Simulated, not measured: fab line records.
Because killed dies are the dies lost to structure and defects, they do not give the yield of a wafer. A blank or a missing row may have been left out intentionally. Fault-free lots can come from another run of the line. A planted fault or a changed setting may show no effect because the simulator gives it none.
Which tool is to blame? | flow n5_finfet | 24 lots, 72 wafers sampled, at 3 steps of a route of 1938

WHAT EACH GAUGE READ, for each wafer
N5_BEOL_M13_OVL_MEAS_11.
lot  | measured     | on         | V12_OVL (nm)
L074 | day 10 15:29 | overlay-02 | -3 -3 9
L076 | day 10 20:34 | overlay-02 | -1 -5 -4
L075 | day 11 00:00 | overlay-02 | -14 -5 -4
L077 | day 11 03:49 | overlay-02 | -4 -5 -1
L078 | day 11 23:34 | overlay-02 | 2 1 8
L079 | day 12 10:07 | overlay-01 | -12 -3 3
L080 | day 12 12:48 | overlay-01 | -9 1 3
L081 | day 12 16:32 | overlay-02 | 8 6 1
L084 | day 13 05:40 | overlay-02 | 7 1 -3
L082 | day 13 09:24 | overlay-01 | 0 1 -5
L083 | day 13 10:02 | overlay-01 | 3 -9 -5
L085 | day 13 21:20 | overlay-02 | -6 -5 -5
L087 | day 14 03:49 | overlay-02 | -3 -1 6
L089 | day 14 12:52 | overlay-02 | 7 1 -5
L086 | day 14 16:35 | overlay-01 | 3 -9 -2
L088 | day 15 03:49 | overlay-01 | 0 6 1
L090 | day 15 07:05 | overlay-01 | -1 -5 -9
L092 | day 15 10:42 | overlay-02 | 0 -6 -2
L091 | day 15 12:32 | overlay-01 | -6 -8 -11
L093 | day 16 11:08 | overlay-02 | -2 1 -6
L094 | day 16 14:16 | overlay-02 | 2 2 5
L097 | day 16 16:04 | overlay-01 | 13 1 8
L095 | day 16 19:46 | overlay-02 | -2 -7 -8
L096 | day 16 22:28 | overlay-01 | -3 -7 -2

WHICH TOOL RAN EACH LOT (tool, then ch and the chambers of the sampled wafers, then the start)
lot  | N5_BEOL_M12_SPUTTER_43       | N5_BEOL_M12_CMP_49
L074 | pvd_sputter-02, day 10 13:28 | cmp-04 ch 1,2, day 10 14:30
L076 | pvd_sputter-02, day 10 18:41 | cmp-02 ch 0,1,3, day 10 19:36
L075 | pvd_sputter-01, day 10 22:19 | cmp-02 ch 1,2,3, day 10 23:02
L077 | pvd_sputter-02, day 11 01:49 | cmp-02 ch 0,1, day 11 02:44
L078 | pvd_sputter-01, day 11 21:44 | cmp-01 ch 0,2,3, day 11 22:30
L079 | pvd_sputter-02, day 12 08:16 | cmp-02 ch 0,1,2, day 12 09:02
L080 | pvd_sputter-01, day 12 11:07 | cmp-01 ch 0,1,2, day 12 11:55
L081 | pvd_sputter-02, day 12 14:51 | cmp-02 ch 0,2,3, day 12 15:39
L084 | pvd_sputter-03, day 13 03:50 | cmp-02 ch 0,1, day 13 04:34
L082 | pvd_sputter-01, day 13 07:38 | cmp-02 ch 0,1,2, day 13 08:28
L083 | pvd_sputter-01, day 13 08:20 | cmp-04 ch 0,1,3, day 13 09:08
L085 | pvd_sputter-01, day 13 19:38 | cmp-02 ch 2,3, day 13 20:24
L087 | pvd_sputter-03, day 14 01:32 | cmp-01 ch 0,3, day 14 02:53
L089 | pvd_sputter-02, day 14 10:53 | cmp-02 ch 1,2,3, day 14 11:56
L086 | pvd_sputter-01, day 14 14:50 | cmp-04 ch 0,2,3, day 14 15:34
L088 | pvd_sputter-03, day 15 02:08 | cmp-02 ch 0,1, day 15 02:51
L090 | pvd_sputter-02, day 15 05:20 | cmp-04 ch 1,2,3, day 15 06:10
L092 | pvd_sputter-02, day 15 08:59 | cmp-01 ch 1,3, day 15 09:43
L091 | pvd_sputter-02, day 15 10:03 | cmp-04 ch 0,1,2, day 15 11:31
L093 | pvd_sputter-03, day 16 09:19 | cmp-04 ch 0,2,3, day 16 10:05
L094 | pvd_sputter-03, day 16 12:27 | cmp-02 ch 1,2, day 16 13:10
L097 | pvd_sputter-02, day 16 14:13 | cmp-04 ch 0,1,2, day 16 14:58
L095 | pvd_sputter-01, day 16 17:47 | cmp-02 ch 0,1,2, day 16 18:47
L096 | pvd_sputter-01, day 16 20:47 | cmp-01 ch 0,3, day 16 21:32
- N5_BEOL_M12_SPUTTER_43: material TaN, target thk 15 nm, time 24.19 s.
- N5_BEOL_M12_CMP_49: polishes, stops on SiOC, t overpolish 20.6 s, target thk 320 nm.

AS READ BY THE TOOLS THEMSELVES (means over the sampled wafers that have a number; for cases with no such wafer, the mark the record gives instead)
N5_BEOL_M12_SPUTTER_43.
lot  | tool           | throttle_valve_pct (%)
L074 | pvd_sputter-02 | 29.3
L076 | pvd_sputter-02 | 28.5
L075 | pvd_sputter-01 | 30.2
L077 | pvd_sputter-02 | 28.7
L078 | pvd_sputter-01 | 30.1
L079 | pvd_sputter-02 | 29.1
L080 | pvd_sputter-01 | 30.1
L081 | pvd_sputter-02 | 30.0
L084 | pvd_sputter-03 | 30.7
L082 | pvd_sputter-01 | 30.0
L083 | pvd_sputter-01 | 30.2
L085 | pvd_sputter-01 | 29.8
L087 | pvd_sputter-03 | 30.0
L089 | pvd_sputter-02 | 29.5
L086 | pvd_sputter-01 | 30.1
L088 | pvd_sputter-03 | 30.5
L090 | pvd_sputter-02 | 28.8
L092 | pvd_sputter-02 | 29.2
L091 | pvd_sputter-02 | 29.0
L093 | pvd_sputter-03 | 30.6
L094 | pvd_sputter-03 | 30.9
L097 | pvd_sputter-02 | 29.2
L095 | pvd_sputter-01 | 30.3
L096 | pvd_sputter-01 | 30.6

N5_BEOL_M12_CMP_49.
lot  | tool   | barrier_field_endpoint_s (s) | motor_current_A (A) | overpolish_run_s (s) | slurry_filter_dp_kPa (kPa)
L074 | cmp-04 | 31.1                         | 6.4                 | 20.603               | 13.54
L076 | cmp-02 | 30.0                         | 6.4                 | 20.599               | 13.51
L075 | cmp-02 | 30.3                         | 6.4                 | 20.606               | 13.48
L077 | cmp-02 | 31.3                         | 6.4                 | 20.590               | 13.59
L078 | cmp-01 | 31.3                         | 5.8                 | 20.603               | 13.53
L079 | cmp-02 | 30.9                         | 6.6                 | 20.602               | 13.50
L080 | cmp-01 | 31.6                         | 5.6                 | 20.600               | 13.54
L081 | cmp-02 | 30.4                         | 6.7                 | 20.596               | 13.46
L084 | cmp-02 | 29.8                         | 6.8                 | 20.604               | 13.47
L082 | cmp-02 | 30.4                         | 6.9                 | 20.597               | 13.45
L083 | cmp-04 | 31.2                         | 6.2                 | 20.603               | 13.41
L085 | cmp-02 | 30.1                         | 6.4                 | 20.592               | 13.54
L087 | cmp-01 | 30.7                         | 5.9                 | 20.594               | 13.49
L089 | cmp-02 | 30.4                         | 6.6                 | 20.595               | 13.45
L086 | cmp-04 | 31.1                         | 6.1                 | 20.598               | 13.58
L088 | cmp-02 | 30.6                         | 6.4                 | 20.589               | 13.41
L090 | cmp-04 | 30.3                         | 6.6                 | 20.600               | 13.55
L092 | cmp-01 | 30.7                         | 5.4                 | 20.600               | 13.59
L091 | cmp-04 | 30.9                         | 6.0                 | 20.603               | 13.45
L093 | cmp-04 | 30.9                         | 6.0                 | 20.596               | 13.38
L094 | cmp-02 | 30.0                         | 6.8                 | 20.599               | 13.49
L097 | cmp-04 | 31.1                         | 5.9                 | 20.601               | 13.44
L095 | cmp-02 | 30.5                         | 6.7                 | 20.602               | 13.40
L096 | cmp-01 | 30.7                         | 6.0                 | 20.596               | 13.53

THE ANSWER, worked out from the rows above alone
Rule: the usual values come from the lots themselves. Put in order of their means at a reading, lots are off if they are a third of the lots or fewer, leave a main group of 4 or more, and stand apart from it by a gap of 3 or more times the standard deviation of the main group's means; of several such gaps the widest counts. Not used: any main group whose means are identical at the precision the tables above print for the reading. A lot without any number at a reading at which 4 lots or more have one is off too. The other lots that the step has rows for count as sound. After the gauges, taken in route order, come the tools' own readings; for these a lot's mean is taken, as printed above. At the first step where some lot is off, the reading lying furthest off is the one used; lots without a number count as furthest.
None of the lots is off at any reading shown; this tells nothing.

WHAT THE SIMULATOR HAD PUT IN
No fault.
